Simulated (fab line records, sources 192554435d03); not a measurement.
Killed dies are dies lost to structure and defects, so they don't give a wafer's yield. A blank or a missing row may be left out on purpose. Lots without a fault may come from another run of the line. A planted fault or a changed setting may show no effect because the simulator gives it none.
fab line records | flow n5_finfet | part 2 of 2: steps 4 to 6 of 6
record lots=23 wafers=69 last_day=18
route steps=1938 shown BEOL_M14@1753 BEOL_M15@1790 MIM_BOT@1833 MIM_TOP@1836
lots that met no fault: from a run of the same line without faults
start_h: hours from the record's first day to the start of the lot's first wafer shown | wait_h: hours since the lot's step before | " the same as in the row above | L1.1+2: a row that stands for several wafers | - no value, or no start given | * or withheld: withheld | < > ~ a bound
route shown NAME@n: a module of which the file shows steps, and the number in the route of the first | usual: mean/standard deviation of fault-free wafers | same: alike in all rows | chamber/n: place in a boat | sites: the reading at each site | _std_site: their standard deviation | _edge_site: outer sites' mean less inner sites' | radius_mm: how far each site lies from the wafer's centre | mask NAME#n: copy n | behind: the tool/chamber that last shaped the wafer | hold: why the lot was held/for how many hours/how that ended | device: the transistor (n, p or np) that didn't switch | end of line: the same wafers' tests at the end of the route | a step without rows: its recipe alone | killed: dies lost to structure and defects at the first sort, not the wafer's yield | map: a wafer's dies, x killed, . not, _ none there
set.NAME: the setting as run; set.NAME@STEP: as run at that earlier step | model.NAME: the simulator's own value behind a step, which no gauge read
steps of the route over a sample of lots; a table a step, a row a wafer
services: from which hour (start_h, from the record's first day; less than 0 if before it) a tool's chamber was out of use, for how many hours, and why
## steps
# step N5_BEOL_M15_DEP_53
# recipe material=SiCN target_thk_a=500 temp_c=withheld precursor=3MS/NH3 pressure_torr=3 rf_w=675 time_s=17.8
# usual showerhead_plenum_p_Torr=4.160/0.02 throttle_valve_pct=17.7/0.72
# columns lot.wafer tool chamber start_h wait_h showerhead_plenum_p_Torr since_wet_clean_h throttle_valve_pct
L074.4 pecvd-01 0 262.84 0.0 4.195 - 17.2
L074.5 " 2 " " 4.105 - 16.5
L074.6 " 1 " " 4.175 - 18.7
L075.2 pecvd-04 1 265.16 0.0 4.167 1875 18.2
L075.4 " 2 " " 4.131 - 17.8
L075.6 " 0 " " 4.135 - 18.1
L076.2 pecvd-02 1 276.36 0.0 4.155 1705 18.3
L076.3 " 1 " " 4.167 - 18.4
L076.5 " 0 " " 4.162 - 17.9
L079.3 pecvd-01 2 301.29 0.0 4.113 70 16.6
L079.4 " 1 " " 4.167 - 18.7
L079.5 " 2 " " 4.116 - 16.5
L078.2 pecvd-02 2 308.85 0.0 4.150 259 16.5
L078.5 " 0 " " 4.165 - 17.9
L078.6 " 2 " " 4.162 - 16.5
L082.1 pecvd-02 2 309.66 0.0 4.154 260 16.6
L082.3 " 0 " " 4.162 1014 17.9
L082.5 " 1 " " 4.170 - 18.0
L080.2 pecvd-02 2 314.73 0.0 4.172 265 16.5
L080.5 " 2 " " 4.166 - 16.7
L080.6 " 0 " " 4.152 - 17.9
L081.2 pecvd-02 0 326.17 0.0 4.158 1030 18.1
L081.4 " 2 " " 4.170 - 16.8
L081.5 " 1 " " 4.173 - 18.6
L085.1 pecvd-01 0 327.46 0.0 4.197 850 17.3
L085.2 " 2 " " 4.115 96 16.6
L085.6 " 2 " " 4.106 - 16.4
L083.1 pecvd-02 2 334.00 0.0 4.156 284 16.6
L083.3 " 1 " " 4.161 1763 18.5
L083.4 " 0 " " 4.162 - 17.7
L087.3 pecvd-02 0 341.11 0.0 4.150 - 17.7
L087.4 " 2 " " 4.162 - 16.6
L087.5 " 0 " " 4.154 - 18.0
L086.3 pecvd-04 0 341.62 0.0 4.145 1227 18.2
L086.4 " 1 " " 4.181 - 18.7
L086.5 " 0 " " 4.145 - 17.9
L084.2 pecvd-02 0 342.35 0.0 4.159 1046 17.9
L084.4 " 0 " " 4.167 - 17.8
L084.6 " 2 " " 4.165 - 16.7
L088.2 pecvd-04 1 346.59 0.0 4.173 1957 18.3
L088.4 " 2 " " 4.147 - 17.7
L088.5 " 1 " " 4.166 - 18.3
L089.2 pecvd-01 2 346.77 0.0 4.109 115 16.5
L089.3 " 1 " " 4.174 1594 18.6
L089.5 " 0 " " 4.202 - 17.0
L090.3 pecvd-02 1 367.13 0.0 4.167 - 18.5
L090.4 " 0 " " 4.154 - 17.9
L090.5 " 1 " " 4.159 - 18.3
L091.1 pecvd-04 2 372.75 0.0 4.150 495 17.7
L091.2 " 0 " " 4.150 1258 18.0
L091.3 " 1 " " 4.169 1983 18.1
L092.1 pecvd-04 1 373.26 0.0 4.167 1983 18.3
L092.2 " 0 " " 4.141 1258 18.0
L092.3 " 2 " " 4.152 496 17.8
L093.2 pecvd-02 1 387.41 0.0 4.170 1816 18.6
L093.3 " 2 " " 4.162 337 16.7
L093.4 " 2 " " 4.165 - 16.6
L094.1 pecvd-04 0 391.18 0.0 4.151 1276 18.2
L094.5 " 2 " " 4.150 - 17.7
L094.6 " 1 " " 4.180 - 18.4
L097.2 pecvd-01 2 402.19 0.0 4.114 171 16.7
L097.4 " 0 " " 4.190 - 17.2
L097.5 " 1 " " 4.174 - 18.9
L095.2 pecvd-01 1 405.85 0.0 4.178 1653 18.8
L095.3 " 2 " " 4.117 174 16.7
L095.4 " 0 " " 4.189 - 17.1
L096.1 pecvd-02 1 410.76 0.0 4.166 1840 18.7
L096.2 " 2 " " 4.162 361 16.6
L096.4 " 2 " " 4.167 - 16.8
# step N5_MIM_BOT_SPUTTER_00
# recipe material=TiN target_thk_a=350 temp_c=200 power_w=3000 chamber_pressure_pa=0.49996 gas=Ar reactive_partial_pa=0.37997 time_s=89.7
# usual substrate_temp_c=200.02/0.15 throttle_valve_pct=29.7/1.2
# columns lot.wafer tool chamber start_h wait_h substrate_temp_c throttle_valve_pct
L074.4 pvd_sputter-03 - 264.02 0.0 199.94 30.3
L074.5 " - " " 200.17 30.0
L074.6 " - " " 199.95 30.7
L075.2 pvd_sputter-03 - 266.86 0.0 200.20 30.3
L075.4 " - " " 199.87 31.0
L075.6 " - " " 199.85 30.7
L076.2 pvd_sputter-01 - 278.29 0.0 200.03 28.3
L076.3 " - " " 200.02 28.4
L076.5 " - " " 199.96 28.2
L079.3 pvd_sputter-01 - 302.58 0.0 200.00 28.8
L079.4 " - " " 199.90 31.2
L079.5 " - " " 200.04 28.3
L078.2 pvd_sputter-02 - 310.53 0.0 200.14 27.8
L078.5 " - " " 200.05 31.3
L078.6 " - " " 200.19 28.9
L082.1 pvd_sputter-03 - 311.05 0.0 200.01 30.1
L082.3 " - " " 199.97 28.1
L082.5 " - " " 200.24 30.2
L080.2 pvd_sputter-01 - 316.36 0.0 200.23 29.6
L080.5 " - " " 200.23 29.8
L080.6 " - " " 200.02 28.0
L081.2 pvd_sputter-02 - 329.00 0.0 199.94 27.9
L081.4 " - " " 199.65 28.9
L081.5 " - " " 200.36 31.2
L085.1 pvd_sputter-02 - 329.32 0.0 199.84 31.0
L085.2 " - " " 200.08 28.0
L085.6 " - " " 199.95 29.3
L083.1 pvd_sputter-01 - 335.56 0.0 200.20 29.5
L083.3 " - " " 199.75 28.2
L083.4 " - " " 199.71 31.1
L087.3 pvd_sputter-03 - 344.79 0.0 200.07 30.8
L087.4 " - " " 200.23 30.3
L087.5 " - " " 200.09 30.6
L086.3 pvd_sputter-01 - 344.82 0.0 200.05 30.9
L086.4 " - " " 199.82 29.9
L086.5 " - " " 200.12 29.9
L084.2 pvd_sputter-03 - 345.01 0.0 199.82 28.1
L084.4 " - " " 200.15 30.8
L084.6 " - " " 200.31 30.2
L088.2 pvd_sputter-03 - 350.21 0.0 200.12 30.4
L088.4 " - " " 199.94 30.6
L088.5 " - " " 200.35 28.1
L089.2 pvd_sputter-03 - 350.33 0.0 199.66 30.5
L089.3 " - " " 200.13 28.2
L089.5 " - " " 199.81 30.4
L090.3 pvd_sputter-02 - 370.22 0.0 199.88 31.1
L090.4 " - " " 199.79 29.2
L090.5 " - " " 199.76 31.3
L091.1 pvd_sputter-01 - 374.95 0.0 200.14 28.4
L091.2 " - " " 199.92 29.9
L091.3 " - " " 200.26 30.8
L092.1 pvd_sputter-02 - 375.74 0.0 199.93 28.2
L092.2 " - " " 200.05 28.9
L092.3 " - " " 200.16 31.6
L093.2 pvd_sputter-03 - 389.61 0.0 200.19 28.2
L093.3 " - " " 200.25 30.0
L093.4 " - " " 200.02 30.6
L094.1 pvd_sputter-01 - 393.72 0.0 200.01 29.5
L094.5 " - " " 200.02 28.4
L094.6 " - " " 200.03 31.1
L097.2 pvd_sputter-03 - 404.32 0.0 199.94 29.9
L097.4 " - " " 199.91 30.8
L097.5 " - " " 199.76 30.2
L095.2 pvd_sputter-02 - 408.81 0.0 199.91 31.1
L095.3 " - " " 200.00 28.1
L095.4 " - " " 200.17 31.1
L096.1 pvd_sputter-03 - 415.11 0.0 200.09 30.4
L096.2 " - " " 200.28 30.0
L096.4 " - " " 199.88 27.8
# step N5_MIM_TOP_ALD_02
# recipe material=Al2O3 target_thk_a=* temp_c=withheld ald_precursor_family=TMA ald_co_reactant=O3 pulse_time_s=withheld purge_time_s=3 co_reactant_purge_time_s=withheld co_reactant_pulse_time_s=3 ald_cycles=withheld
# usual precursor_pulse_height_rel=1.001/0.021
# columns lot.wafer tool chamber start_h wait_h precursor_pulse_height_rel
L074.4 ald_hk-03 2 - - 0.993
L074.5 " 2 " " 0.994
L074.6 " 1 " " 1.023
L075.2 ald_hk-03 0 - - 0.983
L075.4 " 1 " " 0.994
L075.6 " 1 " " 0.988
L076.2 ald_hk-03 3 - - 0.988
L076.3 " 2 " " 1.023
L076.5 " 1 " " 1.006
L079.3 ald_hk-01 3 - - 0.966
L079.4 " 1 " " 0.982
L079.5 " 1 " " 0.965
L078.2 ald_hk-01 3 - - 1.021
L078.5 " 3 " " 1.037
L078.6 " 0 " " 0.983
L082.1 ald_hk-02 0 - - 1.004
L082.3 " 1 " " 0.951
L082.5 " 1 " " 0.993
L080.2 ald_hk-02 2 - - 1.031
L080.5 " 0 " " 1.029
L080.6 " 1 " " 0.982
L081.2 ald_hk-01 1 - - 1.021
L081.4 " 2 " " 0.998
L081.5 " 2 " " 1.030
L085.1 ald_hk-02 0 - - 1.007
L085.2 " 2 " " 0.993
L085.6 " 1 " " 0.992
L083.1 ald_hk-02 0 - - 0.973
L083.3 " 3 " " 1.017
L083.4 " 1 " " 0.960
L086.3 ald_hk-01 0 - - 1.021
L086.4 " 3 " " 1.030
L086.5 " 1 " " 0.992
L084.2 ald_hk-02 2 - - 0.959
L084.4 " 0 " " 0.974
L084.6 " 3 " " 0.994
L087.3 ald_hk-03 0 - - 1.025
L087.4 " 2 " " 0.992
L087.5 " 0 " " 1.019
L088.2 ald_hk-01 2 - - 1.031
L088.4 " 3 " " 0.988
L088.5 " 2 " " 0.998
L089.2 ald_hk-02 1 - - 0.982
L089.3 " 0 " " 1.002
L089.5 " 2 " " 0.982
L090.3 ald_hk-03 2 - - 0.983
L090.4 " 0 " " 1.009
L090.5 " 2 " " 1.032
L091.1 ald_hk-03 3 - - 1.005
L091.2 " 2 " " 0.991
L091.3 " 0 " " 0.970
L092.1 ald_hk-01 3 - - 1.009
L092.2 " 2 " " 1.003
L092.3 " 1 " " 1.010
L093.2 ald_hk-03 0 - - 0.958
L093.3 " 1 " " 1.007
L093.4 " 3 " " 1.012
L094.1 ald_hk-03 0 - - 0.997
L094.5 " 2 " " 1.032
L094.6 " 1 " " 1.014
L097.2 ald_hk-03 2 - - 1.022
L097.4 " 1 " " 1.009
L097.5 " 3 " " 1.011
L095.2 ald_hk-02 1 - - 1.052
L095.3 " 2 " " 0.951
L095.4 " 3 " " 1.020
L096.1 ald_hk-02 0 - - 0.959
L096.2 " 2 " " 1.006
L096.4 " 3 " " 0.988
## services
# columns tool chamber start_h hours kind
rie_diel-01 2 236.17 32.3 repair
rie_diel-01 - 236.82 0.8 repair
rie_diel-06 3 237.05 5.0 repair
rie_diel-04 1 253.83 13.9 repair
pecvd-01 - 255.43 0.8 repair
rie_diel-01 2 268.72 - clean
rie_diel-01 2 268.72 - consumable_replace:focus_ring
rie_diel-01 1 279.30 8.4 repair
ald_hk-03 - 283.90 8.7 pm
rie_diel-01 3 286.15 4.1 repair
rie_diel-04 3 287.19 4.6 repair
pvd_sputter-02 - 288.76 8.9 repair
rie_diel-05 - 295.90 14.6 pm
pecvd-04 - 307.35 2.8 pm
rie_diel-03 3 307.60 7.1 repair
pvd_sputter-01 - 326.48 1.0 repair
pecvd-01 - 330.04 1.3 repair
rie_diel-02 3 335.50 4.8 repair
rie_diel-06 2 362.62 4.0 repair
pvd_sputter-01 - 367.91 3.0 repair
rie_diel-03 0 379.04 8.9 repair
rie_diel-04 - 382.56 2.8 pm
pecvd-04 - 398.25 0.9 repair
rie_diel-06 2 415.57 3.7 repair
